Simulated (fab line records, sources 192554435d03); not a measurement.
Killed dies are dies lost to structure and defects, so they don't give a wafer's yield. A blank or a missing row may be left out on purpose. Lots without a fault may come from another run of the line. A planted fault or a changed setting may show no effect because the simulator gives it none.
Split-lot experiment | flow n5_finfet | 7 lots, 21 wafers read, on a route of 1938 steps

THE SPLIT
At N5_BEOL_M12_PEB_08 (peb time 90 s), the setting peb_temp_c was moved away from the recipe's 130 C on 7 of the 21 wafers read, by -2.0% to +2.2%. The other wafers ran this setting at the recipe's value.

FROM THE SPLIT TO THE READING: what the file shows between them, 5 steps
- N5_BEOL_M12_DEVELOP_09: develop time 45 s
- N5_BEOL_M12_HARDBAKE_14: time 120 s
- N5_BEOL_M12_CD_MEAS_10: target cd 140 nm
- N5_BEOL_M12_STRIP_71: strips in post etch residue remover, time 60 s
- N5_BEOL_M12_SRD_72: time 30 s, dry time 30 s

THE READING
cd_nm, in nm, at N5_BEOL_M12_CD_MEAS_17 (target cd 140 nm). Fault-free wafers of this fab line usually give 140.3 nm, standard deviation 1.3 nm.

wafer  | tool, chamber at the split | peb_temp_c as run, C | against the recipe | cd_nm, nm | against lot-mates on the recipe
L074.2 | litho_track-02, 0          | 127.4                | -2.0%              | 130.2     | -9.7
L074.3 | litho_track-02, 0          | 127.4                | -2.0%              | 131.2     | -8.7
L074.4 | litho_track-02, 0          | 130                  | recipe             | 139.9     | -
L075.4 | litho_track-02, 0          | 130                  | recipe             | 139.9     | -
L075.5 | litho_track-02, 0          | 130                  | recipe             | 141.7     | -
L075.6 | litho_track-02, 0          | 130                  | recipe             | 140.0     | -
L078.1 | litho_track-02, 0          | 130                  | recipe             | 137.5     | -
L078.2 | litho_track-02, 0          | 130                  | recipe             | 140.2     | -
L078.5 | litho_track-02, 0          | 132.8                | +2.2%              | 147.7     | +8.8
L080.2 | litho_track-02, 0          | 128.6                | -1.1%              | 136.9     | -3.8
L080.5 | litho_track-02, 0          | 130                  | recipe             | 140.7     | -
L080.6 | litho_track-02, 0          | 128.6                | -1.1%              | 135.5     | -5.2
L086.2 | litho_track-05, 0          | 130                  | recipe             | 138.9     | -
L086.3 | litho_track-05, 0          | 130                  | recipe             | 142.2     | -
L086.5 | litho_track-05, 0          | 130                  | recipe             | 142.5     | -
L092.1 | litho_track-02, 0          | 130                  | recipe             | 138.1     | -
L092.5 | litho_track-02, 0          | 128.6                | -1.1%              | 134.5     | -4.2
L092.6 | litho_track-02, 0          | 130                  | recipe             | 139.4     | -
L093.1 | litho_track-05, 0          | 130                  | recipe             | 139.4     | -
L093.2 | litho_track-05, 0          | 130                  | recipe             | 142.4     | -
L093.6 | litho_track-05, 0          | 127.7                | -1.8%              | 132.1     | -8.8

THE FIT
A straight line over all 21 wafers: cd_nm changes by +4.25 nm for each +1% of peb_temp_c; r = +0.94; the points scatter about the line by 1.4 nm.
The same after taking each lot's own level away (the mean of its wafers on the recipe; 21 wafers): +4.43 nm for each +1%; r = +0.97; scatter 1.1 nm.
On that fit, the largest move of peb_temp_c shifts the reading by 9.5 nm.
The lots' own levels span 138.75 to 141.20 nm, that is 1.9 times the standard deviation above.
So the lot-to-lot level changes the slope little: the two slopes agree.
Check: with one of the wafers moved furthest among these (+2.2%) left out of the fit, the line predicts +9.92 nm for it against its lot-mates. It came out at +8.85 nm against them.

OTHER SPLITS ON THESE WAFERS
These wafers also went through other splits before the reading. Each is held against what the fit with the lots' levels taken away leaves over:
other split on the same wafers | wafers away from the commonest value | r with cd_nm (lot level and that fit taken away)
N5_BEOL_M10_COAT_05 spin_rpm   | 8                                    | +0.05
N5_BEOL_M10_EXPOSE_08 dose_mj  | 6                                    | +0.09
N5_BEOL_M11_COAT_05 spin_rpm   | 5                                    | -0.11
N5_BEOL_M11_ETCH_62 bias_w     | 5                                    | -0.13

THE WHOLE CHAIN: every reading that the file lists as answering this split, in the file's order
step                   | what it does     | reading | change (the file's fit)              | r (the file's)
N5_BEOL_M12_CD_MEAS_10 | target cd 140 nm | cd_nm   | +4.43 nm for each +1% of the setting | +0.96
N5_BEOL_M12_CD_MEAS_17 | target cd 140 nm | cd_nm   | +4.43 nm for each +1% of the setting | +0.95

THE FILE'S OWN FIT
cd_nm changes by +4.43 nm for each +1% of peb_temp_c, r = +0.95.
